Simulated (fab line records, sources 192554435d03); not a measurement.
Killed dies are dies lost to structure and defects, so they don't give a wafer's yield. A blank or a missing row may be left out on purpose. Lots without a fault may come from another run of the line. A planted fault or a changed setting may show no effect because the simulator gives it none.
fab line records | flow n5_finfet
record lots=7 wafers=21
route steps=1938 shown BEOL_M0_SAQP@663 BEOL_M1@770 BEOL_M2@857 BEOL_M4@1028
start_h: hours from the record's first day to the start of the lot's first wafer shown | wait_h: hours since the lot's step before | " the same as in the row above | L1.1+2: a row that stands for several wafers | - no value, or no start given | * or withheld: withheld | < > ~ a bound
route shown NAME@n: a module of which the file shows steps, and the number in the route of the first | usual: mean/standard deviation of fault-free wafers | same: alike in all rows | chamber/n: place in a boat | sites: the reading at each site | _std_site: their standard deviation | _edge_site: outer sites' mean less inner sites' | radius_mm: how far each site lies from the wafer's centre | mask NAME#n: copy n | behind: the tool/chamber that last shaped the wafer | hold: why the lot was held/for how many hours/how that ended | device: the transistor (n, p or np) that didn't switch | end of line: the same wafers' tests at the end of the route | a step without rows: its recipe alone | killed: dies lost to structure and defects at the first sort, not the wafer's yield | map: a wafer's dies, x killed, . not, _ none there
set.NAME: the setting as run; set.NAME@STEP: as run at that earlier step | model.NAME: the simulator's own value behind a step, which no gauge read
lots whose settings were changed on purpose; a table a step, a row a wafer
## steps
# step N5_BEOL_M0_SAQP_SPACER1_ALD_98
# recipe material=SiO2 target_thk_a=128 temp_c=300 ald_precursor_family=BDEAS ald_co_reactant=O2-plasma pulse_time_s=1 purge_time_s=2 co_reactant_purge_time_s=2 ald_cycles=138 pressure_torr=2
# columns lot.wafer tool chamber start_h wait_h set.temp_c model.SiO2_of_BEOL_M0_SAQP_SPACER1_ALD_98.thk_nm
L074.1 ald_sin-04 2 109.69 0.6 291.2 13.2
L074.3+5 " 0,3 " " 300 12.8
L078.3+5 ald_sin-01 3,1 138.67 0.1 305.9 12.8
L078.4 " 0 " " 300 12.8
L079.1+4+5 ald_sin-01 2,3,3 141.83 0.3 300 12.8
L086.3+4 ald_sin-02 3,0 187.10 1.3 300 12.8
L086.6 " 0 " " 288.6 13.2
L090.1 ald_sin-04 3 210.15 1.4 286.8 13.4
L090.5+6 " 3,0 " " 300 12.8
L091.1 ald_sin-01 3 218.47 0.3 300 12.8
L091.3+5 " 0,1 " " 311.8 12.6
L094.1 ald_sin-01 3 231.54 1.2 305.5 12.6
L094.3 " 1 " " 305.5 12.8
L094.6 " 0 " " 300 12.8
# step N5_BEOL_M0_SAQP_SPACER1_ETCHBACK_99
# recipe chemistry=CHF3/O2 mode=anisotropic_etchback target=SiO2 target_depth_a=154 time_s=7.7 pressure_mtorr=30 source_w=650 bias_w=170 Ar_flow_sccm=200 CHF3_flow_sccm=50 O2_flow_sccm=5 ion_energy_ev=200
# step N5_BEOL_M0_SAQP_MANDREL1_REMOVE_100
# recipe chemistry=HBr/Cl2/O2 bt_time_s=10 target=a-Si stop_on=SiNx endpoint=OES-SiCl over_etch_frac=0.85 icp_w=600 bias_w=30 HBr_flow_sccm=150 Cl2_flow_sccm=80 O2_flow_sccm=5 pressure_mtorr=10
# step N5_BEOL_M0_SAQP_ETCH_101
# recipe chemistry=CH3F/O2 target=SiNx mask_material=SiO2 target_depth_a=299 time_s=42.7 pressure_mtorr=30 source_w=395 bias_w=73 Ar_flow_sccm=150 CH3F_flow_sccm=30 O2_flow_sccm=20 ion_energy_ev=120
# step N5_BEOL_M0_SAQP_ETCH_102
# recipe chemistry=CF4 target=SiO2 target_depth_a=40 ion_energy_ev=350 time_s=4.4 pressure_mtorr=10 icp_w=800 bias_w=400 cf4_flow_sccm=80
# step N5_BEOL_M0_SAQP_MANDREL_ETCH_103
# recipe chemistry=HBr/Cl2 target=a-Si target_depth_a=450 bt_time_s=10 stop_on=SiCN mask_material=SiO2 over_etch_frac=0.8 time_s=27 pressure_mtorr=10 icp_w=800 bias_w=75 HBr_flow_sccm=150 Cl2_flow_sccm=80 ends=end_point
# columns lot.wafer tool chamber start_h wait_h set.time_s@BEOL_M0_SAQP_PECVD_96 model.etch.depth_nm
L074.1 rie_si-01 0 110.54 0.0 45.2 44.85
L074.3 " 3 " " 39.19 38.99
L074.5 " 1 " " 39.19 39.68
L078.3 rie_si-06 1 139.66 0.0 45.2 45.22
L078.4 " 0 " " 45.2 45.32
L078.5 " 0 " " 45.2 45.37
L079.1 rie_si-01 2 142.68 0.0 45.2 44.39
L079.4 " 3 " " 45.2 45.23
L079.5 " 3 " " 45.2 44.93
L086.3 rie_si-06 1 187.95 0.0 45.2 44.54
L086.4 " 0 " " 48.59 48.44
L086.6 " 0 " " 45.2 45.03
L090.1 rie_si-04 1 211.16 0.0 45.2 45.68
L090.5 " 2 " " 45.2 44.98
L090.6 " 1 " " 45.2 45.27
L091.1 rie_si-01 0 219.65 0.0 45.2 44.52
L091.3 " 3 " " 45.2 44.26
L091.5 " 2 " " 47.08 46.71
L094.1 rie_si-01 2 232.56 0.0 45.2 45.29
L094.3 " 0 " " 45.2 46.07
L094.6 " 3 " " 40.7 41.2
# step N5_BEOL_M0_SAQP_ETCH_106
# recipe chemistry=N2/H2 target=SOC target_depth_a=1500 stop_on=SiNx ion_energy_ev=100 bias_w=61 pressure_mtorr=30 source_w=850 n2_flow_sccm=200 h2_flow_sccm=200
# columns lot.wafer tool chamber start_h wait_h set.target_depth_a model.SOC_of_BEOL_M0_SAQP_COAT_105.thk_nm
L074.1 rie_diel-04 0 111.07 - 1500 24.2
L074.3 " 3 " " 1500 23.6
L074.5 " 2 " " 1604 20.4
L078.3 rie_diel-04 1 140.19 - 1500 30
L078.4 " 2 " " 1666 17.2
L078.5 " 3 " " 1666 15.8
L079.1+5 rie_diel-04 0 143.21 - 1500 24.4
L079.4 " 3 " " 1500 23.8
L086.3 rie_diel-06 0 188.84 - 1500 21.8
L086.4 " 1 " " 1412 26.8
L086.6 " 3 " " 1500 23.8
L090.1 rie_diel-03 3 211.71 - 1500 24.6
L090.5 " 0 " " 1500 20.2
L090.6 " 3 " " 1500 23.8
L091.1 rie_diel-06 0 220.18 - 1556 20.4
L091.3 " 3 " " 1500 24
L091.5 " 3 " " 1556 20.8
L094.1 rie_diel-06 3 233.09 - 1500 24.4
L094.3+6 " 0 " " 1500 23
# step N5_BEOL_M0_SAQP_ETCH_107
# recipe chemistry=CH3F/O2 target=SiNx target_depth_a=300 mask_material=SOC pressure_mtorr=30 source_w=395 bias_w=73 Ar_flow_sccm=150 CH3F_flow_sccm=30 O2_flow_sccm=20 ion_energy_ev=120
# columns lot.wafer tool chamber start_h wait_h set.target_depth_a@BEOL_M0_SAQP_ETCH_106 model.SOC_of_BEOL_M0_SAQP_COAT_105.thk_nm
L074.1 rie_diel-04 0 111.13 0.0 1500 13.2
L074.3 " 3 " " 1500 12.6
L074.5 " 2 " " 1604 9.6
L078.3 rie_diel-04 1 140.25 0.0 1500 19.8
L078.4 " 2 " " 1666 6.4
L078.5 " 3 " " 1666 5
L079.1+5 rie_diel-04 0 143.27 0.0 1500 13.4
L079.4 " 3 " " 1500 13
L086.3 rie_diel-06 0 188.90 0.0 1500 11
L086.4 " 1 " " 1412 15.6
L086.6 " 3 " " 1500 13
L090.1 rie_diel-03 3 211.77 0.0 1500 14
L090.5 " 0 " " 1500 9.2
L090.6 " 3 " " 1500 13.2
L091.1 rie_diel-06 0 220.24 0.0 1556 9.8
L091.3 " 3 " " 1500 13.2
L091.5 " 3 " " 1556 10
L094.1 rie_diel-06 3 233.15 0.0 1500 13.6
L094.3 " 0 " " 1500 12.4
L094.6 " 0 " " 1500 12
# step N5_BEOL_M0_SAQP_STRIP_108
# recipe chemistry=N2/H2 power_w=500 temp_c=40 pressure_mtorr=50 rf_frequency_hz=6e+07 overash_fraction=0.3 bias_power_w=28 h2_frac=0.5 n2_flow_sccm=300 h2_flow_sccm=300
# step N5_BEOL_M0_SAQP_RECESS_109
# recipe chemistry=HF/NH3 target=SiO2 target_depth_a=30 afs_cycles=1 temp_c=30 sublimation_temp_c=180 sublimation_time_s=60
# step N5_BEOL_M0_SAQP_SPACER2_ALD_26
# recipe material=SiO2 target_thk_a=150 temp_c=300 ald_precursor_family=BDEAS ald_co_reactant=O2-plasma pulse_time_s=1 purge_time_s=2 co_reactant_purge_time_s=2 pressure_torr=2
# step N5_BEOL_M0_SAQP_SPACER2_ETCHBACK_27
# recipe chemistry=CHF3/O2 mode=anisotropic_etchback target=SiO2 target_depth_a=225 time_s=11.25 pressure_mtorr=30 source_w=650 bias_w=170 Ar_flow_sccm=200 CHF3_flow_sccm=50 O2_flow_sccm=5 ion_energy_ev=200
# columns lot.wafer tool chamber start_h wait_h set.time_s@BEOL_M0_SAQP_PECVD_96 model.a-Si_of_BEOL_M0_SAQP_PECVD_96.thk_nm
L074.1 rie_diel-04 1 112.12 0.4 45.2 42.8
L074.3 " 3 " " 39.19 36.8
L074.5 " 1 " " 39.19 37.6
L078.3 rie_diel-03 0 141.11 0.3 45.2 43
L078.4+5 " 2,0 " " 45.2 43.2
L079.1 rie_diel-03 1 144.07 0.3 45.2 42.2
L079.4 " 0 " " 45.2 43
L079.5 " 2 " " 45.2 42.8
L086.3 rie_diel-04 1 190.91 0.3 45.2 42.4
L086.4 " 0 " " 48.59 46.4
L086.6 " 3 " " 45.2 42.8
L090.1 rie_diel-04 3 212.78 0.3 45.2 43.6
L090.5 " 3 " " 45.2 42.8
L090.6 " 1 " " 45.2 43.2
L091.1 rie_diel-06 1 221.12 0.4 45.2 42.4
L091.3 " 3 " " 45.2 42.2
L091.5 " 3 " " 47.08 44.6
L094.1 rie_diel-06 0 234.91 0.4 45.2 43.2
L094.3 " 1 " " 45.2 44
L094.6 " 0 " " 40.7 39
# step N5_BEOL_M1_ETCH_64
# recipe chemistry=N2/H2 target=SOC target_depth_a=750 overetch_a=150 mask_material=SiARC temp_c=40 time_s=112.5 ion_energy_ev=200 pressure_mtorr=30 source_w=840 bias_w=150 n2_flow_sccm=200 h2_flow_sccm=200
# columns lot.wafer tool chamber start_h wait_h set.time_s model.SiARC_of_BEOL_M1_COAT_62.thk_nm
L074.1 rie_diel-04 0 124.24 0.0 96.12 7.6
L074.3 " 2 " " 112.5 6.6
L074.5 " 1 " " 96.12 8
L078.3+4 rie_diel-03 2,3 151.78 0.0 112.5 7
L078.5 " 0 " " 88.95 7.8
L079.1 rie_diel-03 2 153.04 0.0 112.5 7
L079.4+5 " 1,0 " " 112.5 6.6
L086.3+4 rie_diel-03 0 200.71 0.0 112.5 6.6
L086.6 " 3 " " 112.5 7
L090.1 rie_diel-06 0 221.79 0.0 99.83 7.4
L090.5 " 3 " " 99.83 7.6
L090.6 " 1 " " 112.5 6.8
L091.1+5 rie_diel-04 3,0 231.51 0.0 123.7 6.2
L091.3 " 0 " " 112.5 6.8
L094.1+6 rie_diel-06 2,1 245.87 0.0 89.98 7.8
L094.3 " 3 " " 112.5 7
# step N5_BEOL_M1_COAT_67
# recipe resist=SOC temp_c=250 time_s=60 spin_rpm=1500 resist_thk_nm=60
# columns lot.wafer tool chamber start_h wait_h set.spin_rpm model.SOC_of_BEOL_M1_COAT_67.thk_nm
L074.1 litho_track-05 0 124.62 0.0 1449 60.6
L074.3 " 0 " " 1500 59.6
L074.5 " 0 " " 1449 60.8
L078.3+4+5 litho_track-02 0 152.16 0.0 1500 60.2
L079.1+4+5 litho_track-02 0 153.58 0.0 1500 60.2
L086.3 litho_track-01 0 201.09 0.0 1354 63.4
L086.4 " 0 " " 1354 63.2
L086.6 " 0 " " 1500 60.2
L090.1 litho_track-02 0 222.19 0.0 1500 60
L090.5+6 " 0 " " 1376 62.6
L091.1+3 litho_track-01 0 231.90 0.0 1500 60.2
L091.5 " 0 " " 1451 61.2
L094.1+3 litho_track-01 0 246.28 0.0 1500 60
L094.6 " 0 " " 1500 60.2
# step N5_BEOL_M1_COAT_68
# recipe resist=SiARC temp_c=220 time_s=60 spin_rpm=1500 resist_thk_nm=12
# step N5_BEOL_M1_COAT_76
# recipe resist=underlayer temp_c=205 time_s=60 spin_rpm=1500 resist_thk_nm=5
# step N5_BEOL_M1_ALD_98
# recipe material=SiO2 target_thk_a=25 temp_c=100 ald_precursor_family=BDEAS ald_co_reactant=O2-plasma pulse_time_s=1 co_reactant_pulse_time_s=1 purge_time_s=2 co_reactant_purge_time_s=2 ald_cycles=17 pressure_torr=2
# step N5_BEOL_M1_ETCHBACK_99
# recipe chemistry=CHF3 target=SiO2 target_depth_a=50 time_s=10.4 source_w=215 bias_w=47 Ar_flow_sccm=200 CHF3_flow_sccm=12 ion_energy_ev=100 pressure_mtorr=30
# step N5_BEOL_M1_ETCH_70
# recipe chemistry=N2/H2 target=SOC target_depth_a=800 overetch_a=160 mask_material=SiARC temp_c=40 time_s=120 ion_energy_ev=200 pressure_mtorr=30 source_w=840 bias_w=150 n2_flow_sccm=200 h2_flow_sccm=200
# columns lot.wafer tool chamber start_h wait_h set.spin_rpm@BEOL_M1_COAT_67 model.etch.depth_nm
L074.1 rie_diel-03 0 125.50 0.0 1449 60.55
L074.3 " 3 " " 1500 59.63
L074.5 " 2 " " 1449 60.79
L078.3 rie_diel-06 1 158.58 0.0 1500 60.15
L078.4+5 " 0,3 " " 1500 60.29
L079.1 rie_diel-03 1 158.58 0.0 1500 60.12
L079.4 " 0 " " 1500 60.13
L079.5 " 2 " " 1500 60.14
L086.3 rie_diel-04 0 208.36 0.0 1354 63.31
L086.4 " 0 " " 1354 63.24
L086.6 " 1 " " 1500 60.27
L090.1 rie_diel-03 1 229.98 0.0 1500 60.02
L090.5 " 3 " " 1376 62.67
L090.6 " 2 " " 1376 62.65
L091.1 rie_diel-04 2 236.02 0.0 1500 60.24
L091.3 " 1 " " 1500 60.23
L091.5 " 2 " " 1451 61.27
L094.1 rie_diel-04 3 249.55 0.0 1500 59.92
L094.3 " 0 " " 1500 60.02
L094.6 " 3 " " 1500 60.25
# step N5_BEOL_M1_STRIP_71
# recipe chemistry=N2/H2 temp_c=40 n2_flow_sccm=200 h2_flow_sccm=200 rf_frequency_hz=6e+07
# step N5_BEOL_M1_STRIP_78
# recipe chemistry=N2/H2 temp_c=40 n2_flow_sccm=200 h2_flow_sccm=200 rf_frequency_hz=6e+07
# step N5_BEOL_M1_VIA_ETCH_34
# recipe chemistry=C4F6/O2 target_depth_a=678 mask_material=SOC pressure_mtorr=15 ion_energy_ev=250 taper_deg=4 time_s=64.4 source_w=350 bias_w=170 Ar_flow_sccm=300 C4F6_flow_sccm=10 O2_flow_sccm=10
# columns lot.wafer tool chamber start_h wait_h set.spin_rpm@BEOL_M1_COAT_67 model.SOC_of_BEOL_M1_COAT_67.thk_nm
L074.1 rie_diel-03 0 125.60 0.0 1449 52.2
L074.3 " 3 " " 1500 51.8
L074.5 " 2 " " 1449 52.8
L078.3 rie_diel-06 1 158.68 0.0 1500 52.2
L078.4 " 0 " " 1500 52.6
L078.5 " 3 " " 1500 52.4
L079.1+5 rie_diel-03 1,2 158.68 0.0 1500 52.2
L079.4 " 0 " " 1500 51.8
L086.3+4 rie_diel-04 0 208.46 0.0 1354 55.4
L086.6 " 1 " " 1500 52.8
L090.1 rie_diel-03 1 230.08 0.0 1500 52.2
L090.5 " 3 " " 1376 54.8
L090.6 " 2 " " 1376 54.6
L091.1 rie_diel-04 2 236.12 0.0 1500 52
L091.3 " 1 " " 1500 52.8
L091.5 " 2 " " 1451 53.2
L094.1+3 rie_diel-04 3,0 249.65 0.0 1500 52.2
L094.6 " 3 " " 1500 52.4
# step N5_BEOL_M2_DESCUM_16
# recipe chemistry=O2 time_s=7 source_power_w=50 bias_power_w=20 pressure_mtorr=20 rf_frequency_hz=2.712e+07 temp_c=40 resist=CAR-EUV o2_flow_sccm=225
# columns lot.wafer tool chamber start_h wait_h set.time_s model.CAR-EUV_of_BEOL_M2_COAT_05.thk_nm
L074.1+3+5 rie_diel-05 1,3,0 132.30 0.6 7 25.8
L079.1+5 rie_diel-01 3,0 163.72 0.1 7 26
L079.4 " 1 " " 7 26.2
L078.3+4 rie_diel-01 1,2 165.39 0.2 7 26.2
L078.5 " 0 " " 6.426 26.4
L086.3 rie_diel-01 2 215.71 0.2 5.987 26.8
L086.4 " 0 " " 5.987 26.6
L086.6 " 3 " " 7 26.2
L090.1 rie_diel-02 2 236.51 0.0 7 26.2
L090.5+6 " 1,0 " " 8.252 25.6
L091.1 rie_diel-05 3 242.23 0.0 7 26.2
L091.3 " 0 " " 6.521 26.2
L091.5 " 1 " " 6.521 26.4
L094.1 rie_diel-02 2 255.70 0.0 8.179 25.6
L094.3 " 3 " " 7 26
L094.6 " 0 " " 8.179 25.4
# step N5_BEOL_M2_DEP_57
# recipe material=SiCN target_thk_a=80 temp_c=withheld precursor=3MS/NH3 pressure_torr=3 rf_w=202 time_s=14
# columns lot.wafer tool chamber start_h wait_h set.time_s model.SiCN_of_BEOL_M2_DEP_57.thk_nm
L074.1+5 pecvd-03 2 140.45 0.0 12.4 6.8
L074.3 " 0 " " 14 7.8
L079.1 pecvd-01 2 173.42 0.0 14 8
L079.4+5 " 1,2 " " 14 8.2
L078.3 pecvd-01 2 176.94 0.0 14 8.2
L078.4 " 1 " " 12.5 7.6
L078.5 " 2 " " 12.5 7.4
L086.3 pecvd-04 0 229.81 0.0 15.62 8.8
L086.4 " 0 " " 14 8
L086.6 " 1 " " 15.62 9
L090.1+6 pecvd-04 1 242.57 0.0 15.95 9
L090.5 " 0 " " 15.95 9.2
L091.1 pecvd-03 2 250.35 0.0 14.65 8
L091.3 " 0 " " 14 7.8
L091.5 " 1 " " 14 8.2
L094.1+3 pecvd-01 2,0 263.74 0.0 14 7.8
L094.6 " 1 " " 14 8
# step N5_BEOL_M4_COAT_05
# recipe resist=CAR-EUV spin_rpm=1500 resist_thk_nm=30
# columns lot.wafer tool chamber start_h wait_h set.spin_rpm model.CAR-EUV_of_BEOL_M4_COAT_05.thk_nm
L074.1 litho_track-02 0 - - 1657 28.6
L074.3 " 0 " " 1500 30.2
L074.5 " 0 " " 1500 30
L079.1+4+5 litho_track-02 0 - - 1500 30
L078.3+4 litho_track-03 0 - - 1500 30
L078.5 " 0 " " 1402 31
L086.3+4+6 litho_track-05 0 - - 1500 30.2
L090.1+6 litho_track-02 0 - - 1500 29.8
L090.5 " 0 " " 1500 30
L091.1+5 litho_track-03 0 - - 1500 30
L091.3 " 0 " " 1500 30.2
L094.1+3+6 litho_track-05 0 - - 1590 29.2
# step N5_BEOL_M4_EBR_07
# recipe solvent=PGMEA ebr_width_mm=1.5
# step N5_BEOL_M4_SOFTBAKE_06
# recipe temp_c=110 time_s=60 resist=CAR-EUV
# step N5_BEOL_M4_EXPOSE_08
# recipe mask_id=M4 na=0.33 source_shape=dipole sigma_inner=0.369 sigma_outer=0.767 polarization=unpolarized dose_mj=41.25
# step N5_BEOL_M4_PEB_09
# recipe peb_temp_c=100 peb_time_s=60 resist=CAR-EUV
# step N5_BEOL_M4_DEVELOP_10
# recipe develop_time_s=30 developer=TMAH resist=CAR-EUV rinse_liquid=surfactant_rinse dry=air_spin dev_temp_c=23
# columns lot.wafer tool chamber start_h wait_h set.spin_rpm@BEOL_M4_COAT_05 model.CAR-EUV_of_BEOL_M4_COAT_05.thk_nm
L074.1 litho_track-05 0 - - 1657 28.2
L074.3+5 " 0 " " 1500 29.6
L079.1+4+5 litho_track-03 0 - - 1500 29.6
L078.3+4 litho_track-02 0 - - 1500 29.6
L078.5 " 0 " " 1402 30.6
L086.3+4 litho_track-02 0 - - 1500 29.8
L086.6 " 0 " " 1500 29.6
L090.1+5+6 litho_track-05 0 - - 1500 29.4
L091.1 litho_track-02 0 - - 1500 29.4
L091.3+5 " 0 " " 1500 29.6
L094.1+3+6 litho_track-03 0 - - 1590 28.8
# step N5_BEOL_M4_DESCUM_16
# recipe chemistry=O2 time_s=7 source_power_w=50 bias_power_w=20 pressure_mtorr=20 rf_frequency_hz=2.712e+07 temp_c=40 resist=CAR-EUV o2_flow_sccm=225
# step N5_BEOL_M4_ETCH_74
# recipe chemistry=N2/H2 target=underlayer target_depth_a=65 mask_material=CAR-EUV time_s=5.2 ion_energy_ev=200 pressure_mtorr=30 source_w=840 bias_w=150 n2_flow_sccm=200 h2_flow_sccm=200 ends=cleared
# columns lot.wafer tool chamber start_h wait_h set.spin_rpm@BEOL_M4_COAT_05 model.CAR-EUV_of_BEOL_M4_COAT_05.thk_nm
L074.1 rie_diel-05 0 150.56 0.0 1657 18.8
L074.3+5 " 2 " " 1500 20.4
L079.1+4+5 rie_diel-02 2,2,1 182.75 0.0 1500 20.4
L078.3+4 rie_diel-01 0,1 191.16 0.0 1500 20.4
L078.5 " 1 " " 1402 21.6
L086.3+4+6 rie_diel-05 0,1,3 238.45 0.0 1500 20.6
L090.1+6 rie_diel-01 2,3 260.79 0.0 1500 20.2
L090.5 " 0 " " 1500 20.4
L091.1+3 rie_diel-01 0,3 264.15 0.0 1500 20.4
L091.5 " 1 " " 1500 20.6
L094.1+3+6 rie_diel-02 1,0,1 279.80 0.0 1590 19.6
# step N5_BEOL_M4_ETCH_64
# recipe chemistry=N2/H2 target=SOC target_depth_a=750 overetch_a=225 mask_material=SiARC temp_c=40 time_s=121.9 ion_energy_ev=200 pressure_mtorr=30 source_w=840 bias_w=150 n2_flow_sccm=200 h2_flow_sccm=200
# usual rf_vpp_V=525.5/2.4
# columns lot.wafer tool chamber start_h wait_h set.bias_w rf_vpp_V
L074.1 rie_diel-05 0 150.60 0.0 163.6 552.0
L074.3 " 2 " " 150 526.3
L074.5 " 2 " " 163.6 554.3
L079.1 rie_diel-02 2 182.82 0.0 150 529.4
L079.4 " 2 " " 150 528.2
L079.5 " 1 " " 150 527.2
L078.3 rie_diel-01 0 191.21 0.0 156.9 534.2
L078.4 " 1 " " 150 526.0
L078.5 " 1 " " 150 528.6
L086.3 rie_diel-05 0 238.49 0.0 168.8 562.5
L086.4 " 1 " " 168.8 568.2
L086.6 " 3 " " 150 525.6
L090.1 rie_diel-01 2 260.84 0.0 150 524.7
L090.5 " 0 " " 150 529.0
L090.6 " 3 " " 150 524.7
L091.1 rie_diel-01 0 264.20 0.0 150 528.1
L091.3 " 3 " " 150 523.7
L091.5 " 1 " " 150 528.6
L094.1 rie_diel-02 1 279.85 0.0 161.7 552.3
L094.3 " 0 " " 150 522.7
L094.6 " 1 " " 150 528.3
## key
split step=N5_BEOL_M0_SAQP_SPACER1_ALD_98 setting=temp_c stated=300 by=wafer
response step=N5_BEOL_M0_SAQP_SPACER1_ALD_98 reading=model.SiO2_of_BEOL_M0_SAQP_SPACER1_ALD_98.thk_nm change=-0.0968 per=1% r=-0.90
split step=N5_BEOL_M0_SAQP_ETCH_106 setting=target_depth_a stated=1500 by=wafer
response step=N5_BEOL_M0_SAQP_ETCH_106 reading=model.SOC_of_BEOL_M0_SAQP_COAT_105.thk_nm change=-0.959 per=1% r=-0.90
response step=N5_BEOL_M0_SAQP_ETCH_107 reading=model.SOC_of_BEOL_M0_SAQP_COAT_105.thk_nm change=-0.97 per=1% r=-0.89
split step=N5_BEOL_M1_ETCH_64 setting=time_s stated=112.5 by=wafer
response step=N5_BEOL_M1_ETCH_64 reading=model.SiARC_of_BEOL_M1_COAT_62.thk_nm change=-0.0502 per=1% r=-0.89
split step=N5_BEOL_M1_COAT_67 setting=spin_rpm stated=1500 by=wafer
response step=N5_BEOL_M1_COAT_67 reading=model.SOC_of_BEOL_M1_COAT_67.thk_nm change=-0.317 per=1% r=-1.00
response step=N5_BEOL_M1_ETCH_70 reading=model.etch.depth_nm change=-0.313 per=1% r=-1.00
response step=N5_BEOL_M1_VIA_ETCH_34 reading=model.SOC_of_BEOL_M1_COAT_67.thk_nm change=-0.275 per=1% r=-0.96
split step=N5_BEOL_M2_DESCUM_16 setting=time_s stated=7 by=wafer
response step=N5_BEOL_M2_DESCUM_16 reading=model.CAR-EUV_of_BEOL_M2_COAT_05.thk_nm change=-0.031 per=1% r=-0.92
split step=N5_BEOL_M2_DEP_57 setting=time_s stated=14 by=wafer
response step=N5_BEOL_M2_DEP_57 reading=model.SiCN_of_BEOL_M2_DEP_57.thk_nm change=+0.0732 per=1% r=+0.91
split step=N5_BEOL_M4_COAT_05 setting=spin_rpm stated=1500 by=wafer
response step=N5_BEOL_M4_COAT_05 reading=model.CAR-EUV_of_BEOL_M4_COAT_05.thk_nm change=-0.146 per=1% r=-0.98
response step=N5_BEOL_M4_DEVELOP_10 reading=model.CAR-EUV_of_BEOL_M4_COAT_05.thk_nm change=-0.139 per=1% r=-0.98
response step=N5_BEOL_M4_ETCH_74 reading=model.CAR-EUV_of_BEOL_M4_COAT_05.thk_nm change=-0.162 per=1% r=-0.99
split step=N5_BEOL_M4_ETCH_64 setting=bias_w stated=150 by=wafer
response step=N5_BEOL_M4_ETCH_64 reading=rf_vpp_V change=+3.06 per=1% r=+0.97
split outside_this_file step=N5_BEOL_M0_SAQP_PECVD_96 setting=time_s
# split outside_this_file: this setting was split too, and the file shows its column; the key of that split is in another file
